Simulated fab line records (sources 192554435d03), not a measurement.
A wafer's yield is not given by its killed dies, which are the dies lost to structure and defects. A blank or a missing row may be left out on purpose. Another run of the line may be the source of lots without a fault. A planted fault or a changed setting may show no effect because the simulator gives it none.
One fault seen from 3 desks || flow n5-finfet || numbers are kept per desk, each desk with only its own; the story behind them comes last

## THE DEFECT DESK
Counts from the inspections along the route, per lot, as means over the sampled wafers that have a number. If a lot's mean is further than 4 standard deviations from the usual mean, the lot is out of limits and carries the mark OUT (the distance appears in the brackets).
Columns: A = raw-defect-count at N5_BEOL_M7_INSPECT_58, usual 67
{"lot": "L271", "first seen here": "day 10 02:50", "A": 65}
{"lot": "L270", "first seen here": "day 10 03:00", "A": 56}
{"lot": "L273", "first seen here": "day 11 02:23", "A": 82}
{"lot": "L277", "first seen here": "day 12 07:14", "A": 54}
{"lot": "L278", "first seen here": "day 12 08:09", "A": 62}
{"lot": "L282", "first seen here": "day 13 20:02", "A": 87}
{"lot": "L281", "first seen here": "day 13 20:10", "A": 52}
{"lot": "L287", "first seen here": "day 14 22:02", "A": 104}
{"lot": "L286", "first seen here": "day 14 22:28", "A": 47}
{"lot": "L288", "first seen here": "day 15 07:46", "A": 49}
{"lot": "L291", "first seen here": "day 15 08:24", "A": 56}
{"lot": "L290", "first seen here": "day 15 09:28", "A": 71}
{"lot": "L292", "first seen here": "day 16 11:22", "A": 79}
{"lot": "L293", "first seen here": "day 17 02:24", "A": 57}
This desk's finding: nothing out of limits on any of the 14 lots.

## DESK OF THE TOOL OWNER: litho-track-04
The tool's own readings at N5_BEOL_M8_DEVELOP_10 (develop time 30 s): means of the sampled wafers that have a number, for each lot that ran on this tool. If a lot's mean is further than 4 standard deviations from the usual mean, the lot is out of limits and carries the mark OUT (the distance appears in the brackets).
Columns: A = chill-plate-temp-C at N5_BEOL_M8_DEVELOP_10, usual 22.99 C; B = developer-temp-C at N5_BEOL_M8_DEVELOP_10, usual 23.00 C
{"lot": "L271", "first seen here": "day 10 03:55", "A": 22.94, "B": 22.99}
{"lot": "L277", "first seen here": "day 12 10:20", "A": 23.04, "B": 23.01}
{"lot": "L286", "first seen here": "day 15 00:24", "A": 22.97, "B": 23.01}
{"lot": "L291", "first seen here": "day 15 10:22", "A": 23.10, "B": 23.06}
This desk's finding: nothing out of limits on any of the 4 lots.

## THE METROLOGY DESK
What the gauges read, lot by lot, whatever tool the lot ran on: means of the sampled wafers that have a number. If a lot's mean is further than 4 standard deviations from the usual mean, the lot is out of limits and carries the mark OUT (the distance appears in the brackets).
Columns: A = cd-nm at N5_BEOL_M8_CD_MEAS_11, usual 38.7 nm
{"lot": "L271", "first seen here": "day 10 03:58", "A": 38.6}
{"lot": "L270", "first seen here": "day 10 04:13", "A": 38.8}
{"lot": "L273", "first seen here": "day 11 03:54", "A": 39.5}
{"lot": "L277", "first seen here": "day 12 10:23", "A": 39.0}
{"lot": "L278", "first seen here": "day 12 11:31", "A": 38.8}
{"lot": "L282", "first seen here": "day 14 01:48", "A": 38.4}
{"lot": "L281", "first seen here": "day 14 01:58", "A": 38.6}
{"lot": "L286", "first seen here": "day 15 00:28", "A": 38.8}
{"lot": "L291", "first seen here": "day 15 10:25", "A": 38.2}
{"lot": "L290", "first seen here": "day 15 11:17", "A": 38.6}
{"lot": "L292", "first seen here": "day 16 13:13", "A": 38.6}
{"lot": "L293", "first seen here": "day 17 06:58", "A": 38.9}
This desk's finding: nothing out of limits on any of the 12 lots.

## TAKEN TOGETHER
No out-of-limits result turned up at the defect desk.
The tool owner's desk saw nothing out of limits.
Nothing out of limits was seen by the metrology desk.

## WHAT WAS PUT IN BY THE SIMULATOR
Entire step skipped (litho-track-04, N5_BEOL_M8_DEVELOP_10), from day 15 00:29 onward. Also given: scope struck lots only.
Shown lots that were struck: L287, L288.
